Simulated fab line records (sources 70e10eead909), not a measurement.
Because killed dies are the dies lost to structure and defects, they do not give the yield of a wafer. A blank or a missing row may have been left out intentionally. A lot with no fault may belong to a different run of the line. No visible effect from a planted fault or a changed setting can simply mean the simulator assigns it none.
Struck lot and sound lot, side by side || flow nand harc || 17 steps out of a route of 1302
Sound: wafers L819.3, L819.5, L819.6. Wafers struck: L817.1, L817.5, L817.6. At the end, the cause is stated.
For every step that has rows: the tool of each side, followed by ch and its chambers, followed by its first start. Under that, the readings that differ: sound wafers || struck wafers || difference of the means || sigmas: that difference in standard deviations of wafers without a fault.
alike: words and numbers the same on both sides, and readings whose means are apart by under 2 such deviations; not compared: readings that were withheld, readings missing a value for some wafer, numbers with overlapping values and no deviation given by the record, and bounds like >300 which may hide the same value.
Wherever a step has rows on one side only, a row that says differs or no value, or a row with sigmas, the two part there. When numbers do not overlap yet have no deviation, they are printed without sigmas and do not part them. A reading missing from all wafers of one side parts the sides only when that side holds two or more wafers.

NHARC_P_M0_OVL_MEAS_10: pitch 180 nm.
  struck on overlay-01, day 11 06:27; sound on overlay-02, day 12 07:34
  alike: overlay x nm, overlay y nm
NHARC_P_M0_INSPECT_11:
  struck on defect inspect-02, day 11 06:29; sound on defect inspect-02, day 12 07:37
  alike: raw defect count
then, 2 steps without rows for these wafers: NHARC_P_M0_DESCUM_14 (chemistry O2, time 3 s); NHARC_P_M0_ETCH_34 (etches the open film in N2/H2, target depth 40 nm, overetch 12 nm, time 43.94 s).
NHARC_P_M0_ETCH_15: etches the open film in C4F8/Ar, target depth 150 nm, overetch 15 nm, time 82.5 s.
  sound: rie diel-01 ch 0,1,2; struck: rie diel-04 ch 2,3
  alike: oes product au, rf vpp V
  not compared: rf hours counter h
NHARC_P_M0_CD_MEAS_16:
  struck on cd sem-02, day 11 06:50; sound on cd sem-01, day 12 07:58
  alike: cd nm
NHARC_P_M0_STRIP_18: strips in N2/H2.
  sound on rie diel-01 ch 0,1, day 12 08:04; struck on rie diel-05 ch 2,3, day 11 06:56
  alike: drypump motor current A, h2 flow sccm, oes product au, rf vpp V, showerhead plenum p Torr, throttle valve pct
  not compared: rf hours counter h
then, 2 steps without rows for these wafers: NHARC_P_M0_STRIP_19 (strips in post etch residue remover, time 600 s); NHARC_P_M0_DEGAS_28 (time 60 s).
NHARC_P_M0_PRE_CLEAN_29: time 30 s.
  sound on pvd sputter-03; struck on pvd sputter-03
  alike: heater power w
then, 1 step without rows for these wafers: NHARC_P_M0_PVD_20 (deposits TaN, target thk 5 nm, time 8.06 s).
NHARC_P_M0_PVD_21: deposits Cu, target thk 30 nm, time 20.49 s.
  sound on pvd sputter-03; struck on pvd sputter-03
  alike: cathode dc power W, throttle valve pct
NHARC_P_M0_ECD_22: material Cu, target thk 400 nm.
  sound on ecd cu-01 ch 0,1, day 12 09:05; struck on ecd cu-01 ch 0,1, day 11 07:50
  no value came back on the struck wafers for bath heat duty pct (%), bath temp c (C); on the sound wafers bath heat duty pct (%) reads 6.3 6.5 6.9
NHARC_P_M0_ANNEAL_30: time 90 s.
  sound on rtp anneal-02 ch 0, day 12 09:25; struck on rtp anneal-01 ch 0, day 11 08:12
  alike: wafer_temp_C_max
NHARC_P_M0_CMP_23: polishes, t overpolish 20 s, target thk 117.54 nm.
  sound on cmp-04 ch 0,1, day 12 09:40; struck on cmp-01 ch 2,3, day 11 08:33
{"reading": "time to endpoint s (s)", "sound": "25.9 22.2 24.3", "struck": "2.0 2.2 4.2", "difference": -21.3, "sigmas": -8}
  alike: motor current A, slurry flow ml min
NHARC_P_M0_THK_MEAS_24: measures by xrf.
  struck on film metro-01, day 11 08:52; sound on film metro-02, day 12 09:58
{"reading": "thk nm (nm)", "sound": "115.9 117.1 117.1", "struck": "29.5 29.3 29.0", "difference": -87.4, "sigmas": -62}
after that, 1 step had no rows for these wafers: NHARC_P_M0_SRD_25.

WHERE THEY PART
At NHARC_P_M0_ECD_22 first; at NHARC_P_M0_THK_MEAS_24 last (within this record only).

WHY: what had been put in by the simulator
Entire step skipped (ecd cu-01, NHARC_P_M0_ECD_22), from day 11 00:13 onward. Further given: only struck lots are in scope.
